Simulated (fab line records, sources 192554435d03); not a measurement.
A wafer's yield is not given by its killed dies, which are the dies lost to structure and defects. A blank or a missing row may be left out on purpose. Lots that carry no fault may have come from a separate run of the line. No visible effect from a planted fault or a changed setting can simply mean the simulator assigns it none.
Split-lot trial || flow n5 finfet || 7 lots, 21 wafers read, on a route of 1938 steps

THE SPLIT
At N5_BEOL_M4_COAT_62 (time 60 s, resist thk 12 nm), the setting spin rpm was moved away from the recipe's 1500 rpm on 8 of the 21 wafers read, by -6.0% to +4.9%. For the rest of the wafers, this setting stayed at what the recipe calls for.

FROM THE SPLIT TO THE READING: what the file shows between them, 6 steps
- N5_BEOL_M4_EXPOSE_08: exposes mask M4 (also split here: dose mj)
- N5_BEOL_M4_PEB_09: peb time 60 s
- N5_BEOL_M4_DEVELOP_10: develop time 30 s
- N5_BEOL_M4_CD_MEAS_11: target cd 16.79 nm
- N5_BEOL_M4_DESCUM_16: chemistry O2, time 7 s
- N5_BEOL_M4_ETCH_74: etches underlayer in N2/H2, target depth 6.5 nm, time 5.2 s

THE READING
etch.depth nm (the simulator's own value, which no gauge read), in nm, at N5_BEOL_M4_ETCH_63 (etches SiARC in CF4, target depth 15.6 nm, time 26 s). The file gives no usual value for it. Here, 13 wafers ran the recipe; their average is 12.00 nm with a standard deviation of 0.028 nm.

{"wafer": "L077.1", "tool, chamber at the split": "litho track-03, 0", "spin rpm as run, rpm": 1567, "against the recipe": "+4.5%", "etch.depth nm, nm": 11.74, "against lot-mates on the recipe": -0.25}
{"wafer": "L077.2", "tool, chamber at the split": "litho track-03, 0", "spin rpm as run, rpm": 1567, "against the recipe": "+4.5%", "etch.depth nm, nm": 11.74, "against lot-mates on the recipe": -0.25}
{"wafer": "L077.3", "tool, chamber at the split": "litho track-03, 0", "spin rpm as run, rpm": 1500, "against the recipe": "recipe", "etch.depth nm, nm": 11.99, "against lot-mates on the recipe": "-"}
{"wafer": "L079.3", "tool, chamber at the split": "litho track-01, 0", "spin rpm as run, rpm": 1500, "against the recipe": "recipe", "etch.depth nm, nm": 12.01, "against lot-mates on the recipe": "-"}
{"wafer": "L079.4", "tool, chamber at the split": "litho track-01, 0", "spin rpm as run, rpm": 1557, "against the recipe": "+3.8%", "etch.depth nm, nm": 11.76, "against lot-mates on the recipe": -0.26}
{"wafer": "L079.6", "tool, chamber at the split": "litho track-01, 0", "spin rpm as run, rpm": 1500, "against the recipe": "recipe", "etch.depth nm, nm": 12.02, "against lot-mates on the recipe": "-"}
{"wafer": "L082.2", "tool, chamber at the split": "litho track-01, 0", "spin rpm as run, rpm": 1500, "against the recipe": "recipe", "etch.depth nm, nm": 11.98, "against lot-mates on the recipe": "-"}
{"wafer": "L082.3", "tool, chamber at the split": "litho track-01, 0", "spin rpm as run, rpm": 1500, "against the recipe": "recipe", "etch.depth nm, nm": 12.03, "against lot-mates on the recipe": "-"}
{"wafer": "L082.4", "tool, chamber at the split": "litho track-01, 0", "spin rpm as run, rpm": 1500, "against the recipe": "recipe", "etch.depth nm, nm": 12.02, "against lot-mates on the recipe": "-"}
{"wafer": "L084.1", "tool, chamber at the split": "litho track-03, 0", "spin rpm as run, rpm": 1500, "against the recipe": "recipe", "etch.depth nm, nm": 12.04, "against lot-mates on the recipe": "-"}
{"wafer": "L084.4", "tool, chamber at the split": "litho track-03, 0", "spin rpm as run, rpm": 1573, "against the recipe": "+4.9%", "etch.depth nm, nm": 11.75, "against lot-mates on the recipe": -0.28}
{"wafer": "L084.5", "tool, chamber at the split": "litho track-03, 0", "spin rpm as run, rpm": 1500, "against the recipe": "recipe", "etch.depth nm, nm": 12.02, "against lot-mates on the recipe": "-"}
{"wafer": "L085.1", "tool, chamber at the split": "litho track-03, 0", "spin rpm as run, rpm": 1452, "against the recipe": "-3.2%", "etch.depth nm, nm": 12.18, "against lot-mates on the recipe": "+0.17"}
{"wafer": "L085.4", "tool, chamber at the split": "litho track-03, 0", "spin rpm as run, rpm": 1452, "against the recipe": "-3.2%", "etch.depth nm, nm": 12.2, "against lot-mates on the recipe": "+0.19"}
{"wafer": "L085.5", "tool, chamber at the split": "litho track-03, 0", "spin rpm as run, rpm": 1500, "against the recipe": "recipe", "etch.depth nm, nm": 12.01, "against lot-mates on the recipe": "-"}
{"wafer": "L087.2", "tool, chamber at the split": "litho track-01, 0", "spin rpm as run, rpm": 1500, "against the recipe": "recipe", "etch.depth nm, nm": 12.03, "against lot-mates on the recipe": "-"}
{"wafer": "L087.3", "tool, chamber at the split": "litho track-01, 0", "spin rpm as run, rpm": 1410, "against the recipe": "-6.0%", "etch.depth nm, nm": 12.39, "against lot-mates on the recipe": "+0.36"}
{"wafer": "L087.4", "tool, chamber at the split": "litho track-01, 0", "spin rpm as run, rpm": 1410, "against the recipe": "-6.0%", "etch.depth nm, nm": 12.42, "against lot-mates on the recipe": "+0.39"}
{"wafer": "L097.3", "tool, chamber at the split": "litho track-03, 0", "spin rpm as run, rpm": 1500, "against the recipe": "recipe", "etch.depth nm, nm": 11.99, "against lot-mates on the recipe": "-"}
{"wafer": "L097.5", "tool, chamber at the split": "litho track-03, 0", "spin rpm as run, rpm": 1500, "against the recipe": "recipe", "etch.depth nm, nm": 11.96, "against lot-mates on the recipe": "-"}
{"wafer": "L097.6", "tool, chamber at the split": "litho track-03, 0", "spin rpm as run, rpm": 1500, "against the recipe": "recipe", "etch.depth nm, nm": 11.94, "against lot-mates on the recipe": "-"}

THE FIT
A straight line over all 21 wafers: etch.depth nm changes by -0.0617 nm for each +1% of spin rpm; r = -0.99; the points scatter about the line by 0.029 nm.
The same after taking each lot's own level away (the mean of its wafers on the recipe; 21 wafers): -0.0599 nm for each +1%; r = -1.00; scatter 0.017 nm.
According to that fit, moving spin rpm by its largest amount changes the reading by 0.36 nm.
Measured against the standard deviation above, the lots' own levels, which go from 11.963 to 12.030 nm, span 2.3 times it.
The two slopes agree, so the slope changes little with the lot-to-lot level.
Check: +0.361 nm against its lot-mates is what the line predicts for one of the wafers moved furthest among these (-6.0%) when that wafer is left out of the fit. It came out at +0.36 nm against them.

THE OTHER SPLITS THESE WAFERS WENT THROUGH
Note: prior to the reading, these wafers also went through further splits. Each is held against what the fit with the lots' levels taken away leaves over:
{"other split on the same wafers": "N5_BEOL_M0_CUTY_COAT_50 spin rpm", "wafers away from the commonest value": 4, "r with etch.depth nm (lot level and that fit taken away)": "+0.06"}
{"other split on the same wafers": "N5_BEOL_M1_ETCH_74 bias w", "wafers away from the commonest value": 9, "r with etch.depth nm (lot level and that fit taken away)": -0.18}
{"other split on the same wafers": "N5_BEOL_M2_DESCUM_33 time s", "wafers away from the commonest value": 7, "r with etch.depth nm (lot level and that fit taken away)": -0.02}
{"other split on the same wafers": "N5_BEOL_M2_ETCHBACK_99 time s", "wafers away from the commonest value": 5, "r with etch.depth nm (lot level and that fit taken away)": "+0.10"}
{"other split on the same wafers": "N5_BEOL_M3_ALD_98 ald cycles", "wafers away from the commonest value": 11, "r with etch.depth nm (lot level and that fit taken away)": -0.46}
{"other split on the same wafers": "N5_BEOL_M4_EXPOSE_08 dose mj", "wafers away from the commonest value": 8, "r with etch.depth nm (lot level and that fit taken away)": "+0.01"}

THE WHOLE CHAIN: every reading that the file lists as answering this split, in the file's order
{"step": "N5_BEOL_M4_COAT_62", "what it does": "time 60 s, resist thk 12 nm", "reading": "SiARC_of_BEOL_M4_COAT_62.thk nm (the simulator's own value, which no gauge read)", "change (the file's fit)": "-0.0543 nm for each +1% of the setting", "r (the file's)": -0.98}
{"step": "N5_BEOL_M4_ETCH_63", "what it does": "etches SiARC in CF4, target depth 15.6 nm, time 26 s", "reading": "etch.depth nm (the simulator's own value, which no gauge read)", "change (the file's fit)": "-0.06 nm for each +1% of the setting", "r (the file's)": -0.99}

THE FILE'S OWN FIT
etch.depth nm changes by -0.06 nm for each +1% of spin rpm, r = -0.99.
